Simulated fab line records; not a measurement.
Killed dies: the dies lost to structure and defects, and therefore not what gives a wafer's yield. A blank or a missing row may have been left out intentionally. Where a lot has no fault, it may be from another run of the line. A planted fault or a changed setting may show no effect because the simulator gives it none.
A lot that was struck, set against a sound lot | flow n5_finfet | 16 out of 1938 route steps
Sound: the wafers L854.2, L854.4, L854.5. Struck: wafers L859.3, L859.5, L859.6. Last of all comes the cause.
Order at every step that has rows: each side's tool, ch and its chambers, its first start. Under that, the readings that differ: sound wafers | struck wafers | difference of the means | sigmas: that difference in standard deviations of wafers without a fault.
alike: same words and numbers on both sides, and readings whose means sit less than 2 such deviations apart. not compared: any withheld reading, any reading some wafer has no value for, any bound like >300 that may hide the same value, and any number with overlapping values for which the record gives no deviation.
The two part at a step that has a row with sigmas, a row that says differs or no value, or rows on one side only. Numbers that have no deviation but don't overlap get no sigmas and don't part them. Lack of a reading on every wafer of one side parts them only where that side has two or more wafers.

N5_BEOL_M3_ETCH_41: etches SiCN in CH3F/O2, target depth 29.9 nm, time 52.5 s.
  sound: rie_diel-05 ch 0,1; struck: rie_diel-02 ch 0,1,2
  alike: drypump_motor_current_A, oes_product_au, rf_vpp_V, showerhead_plenum_p_Torr, throttle_valve_pct
  not compared: rf_hours_counter_h
N5_BEOL_M3_STRIP_97: strips in N2/H2, time 10 s.
  sound: rie_diel-05 ch 0,1; struck: rie_diel-02 ch 0,1,2
  alike: drypump_motor_current_A, h2_flow_sccm, oes_product_au, rf_vpp_V, showerhead_plenum_p_Torr, throttle_valve_pct
  not compared: rf_hours_counter_h
N5_BEOL_M3_OCD_MEAS_38:
  struck on ocd-01, day 11 20:38; sound on ocd-02, day 8 20:48
  alike: trench_depth_nm
then, 4 steps without rows for these wafers: N5_BEOL_M3_HM_STRIP_39 (strips TiN in peroxide tin strip, target depth 25 nm, time 158 s); N5_BEOL_M3_SRD_40 (time 30 s); N5_BEOL_M3_PRECLEAN_42 (cleans in residue remover, time 60 s); N5_BEOL_M3_SRD_43 (time 30 s).
N5_BEOL_M3_CD_MEAS_35: target cd 18 nm, target cd y 21 nm.
  struck on cd_sem-02, day 11 20:48; sound on cd_sem-01, day 8 20:57
  alike: cd_nm
N5_BEOL_M3_DEGAS_44: time 60 s.
  struck on pvd_sputter-01, day 11 21:41; sound on pvd_sputter-03, day 8 21:01
  alike: heater_power_w
then, 2 steps without rows for these wafers: N5_BEOL_M3_PRE_CLEAN_45 (time 30 s); N5_BEOL_M3_ALD_84 (deposits TaN, pulse time 2 s, purge time 3 s, co reactant purge time 2 s).
N5_BEOL_M3_SURFACE_TREAT_85:
  struck on pvd_sputter-01, day 11 22:02; sound on pvd_sputter-01, day 8 21:27
  not compared: throttle_valve_pct
N5_BEOL_M3_CVD_47: deposits Co from CCTBA/H2, target thk 3 nm, time 223.8 s.
  sound on cvd_co-02 ch 0,1, day 8 21:37; struck on cvd_co-02 ch 0,2, day 11 22:07
  reading          | sound             | struck            | difference | sigmas
  run_length_s (s) | 247.2 247.4 247.2 | 131.9 132.3 132.2 | -115.1     | -99 or more
N5_BEOL_M3_SPUTTER_48: material Cu, target thk 4.5 nm, time 8.29 s.
  struck on pvd_sputter-03, day 11 22:17; sound on pvd_sputter-02, day 8 21:50
  alike: throttle_valve_pct
N5_BEOL_M4_RC_MEAS_101:
  sound on prober-02 ch 0, day 10 22:13; struck on prober-01 ch 0, day 12 12:49
  alike: DIBL_N, DIBL_P, IOFF_N, IOFF_P, ION_N, ION_P, SS_N, SS_P, VT_N, VT_P
-- here the record skips 4 days between the struck wafers' starts before and after, leaving off in module BEOL_M4 and picking up in module PASSIVATION (first step shown: number 1936 of the route) --
N5_PASSIVATION_PROBE_49:
  struck on prober-02, day 16 17:13; sound on prober-01, day 15 08:57
  alike: defect_limited_yield, killed_at_M0_to_M3, killed_at_M4_up, killed_at_contacts, killed_at_front_end, killed_at_other, killed_dies, killed_open, killed_short, sort_bin_5_function, sort_bin_6_memory, sort_bin_8_speed, sort_n_pass, sort_yield_pct

== WHERE THEY PART ==
N5_BEOL_M3_CVD_47 only, going by this record. Later steps at which nothing parts them and some readings are alike: N5_BEOL_M3_SPUTTER_48, N5_BEOL_M4_RC_MEAS_101, N5_PASSIVATION_PROBE_49.

WHY: what the simulator had put in
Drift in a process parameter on cvd_co-02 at N5_BEOL_M3_CVD_47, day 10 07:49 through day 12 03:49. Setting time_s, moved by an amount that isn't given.
